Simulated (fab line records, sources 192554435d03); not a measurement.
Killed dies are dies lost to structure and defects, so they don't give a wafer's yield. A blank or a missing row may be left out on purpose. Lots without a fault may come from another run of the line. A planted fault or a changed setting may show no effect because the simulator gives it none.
Chamber matching | flow n5_finfet | N5_GATE_CUT_CMP_02 on cmp-02: 4 sister chambers
The step polishes, stops on SiO2, t overpolish 12.7 s, target thk 0 nm. 8 wafers are shown with their chamber, then 8 later ones without.

WAFERS WITH THEIR CHAMBER
wafer  | chamber | motor_current_A (A) | overpolish_run_s (s)
L075.1 | 0       | 9.3                 | 12.701
L078.6 | 0       | 8.8                 | 12.703
L082.2 | 1       | 8.0                 | 12.718
L082.4 | 2       | 8.7                 | 12.705
L083.1 | 1       | 8.1                 | 12.714
L083.3 | 3       | 9.4                 | 12.682
L083.5 | 2       | 9.1                 | 12.692
L085.3 | 3       | 9.8                 | 12.682

WAFERS WITHOUT THEIR CHAMBER
wafer  | motor_current_A (A) | overpolish_run_s (s)
L085.5 | 8.3                 | 12.691
L085.6 | 9.1                 | 12.674
L095.1 | 9.3                 | 12.710
L095.3 | 8.9                 | 12.689
L095.6 | 8.7                 | 12.706
L097.1 | 8.4                 | 12.707
L097.3 | 8.4                 | 12.698
L097.6 | 8.5                 | 12.704

WHICH CHAMBER EACH WENT THROUGH
wafer  | from the rows above          | in truth
L085.5 | can't be placed: 2 or 0      | 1
L085.6 | 3                            | 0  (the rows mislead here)
L095.1 | can't be placed: 0 or 2      | 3
L095.3 | can't be placed: 2 or 0 or 3 | 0
L095.6 | can't be placed: 0 or 2 or 1 | 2
L097.1 | can't be placed: 1 or 2 or 0 | 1
L097.3 | can't be placed: 2 or 0      | 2
L097.6 | can't be placed: 2 or 0 or 1 | 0
Placed correctly: 0 of 8. Can't be placed from these rows: 7 (the true chamber is among the candidates in 5). Placed wrongly: 1.
How it was worked out, from the rows above alone: a wafer's distance from a chamber is the root of the sum, over the readings, of the square of ((its reading less the chamber's mean) divided by the reading's scatter). The wafer belongs to the nearest chamber; if the next one is less than 2 further off, it can't be placed. A chamber's mean is the mean of its shown wafers. The scatter: the root of (the sum of the squares of (reading less its chamber's mean) over the shown wafers, divided by (wafers less chambers)).
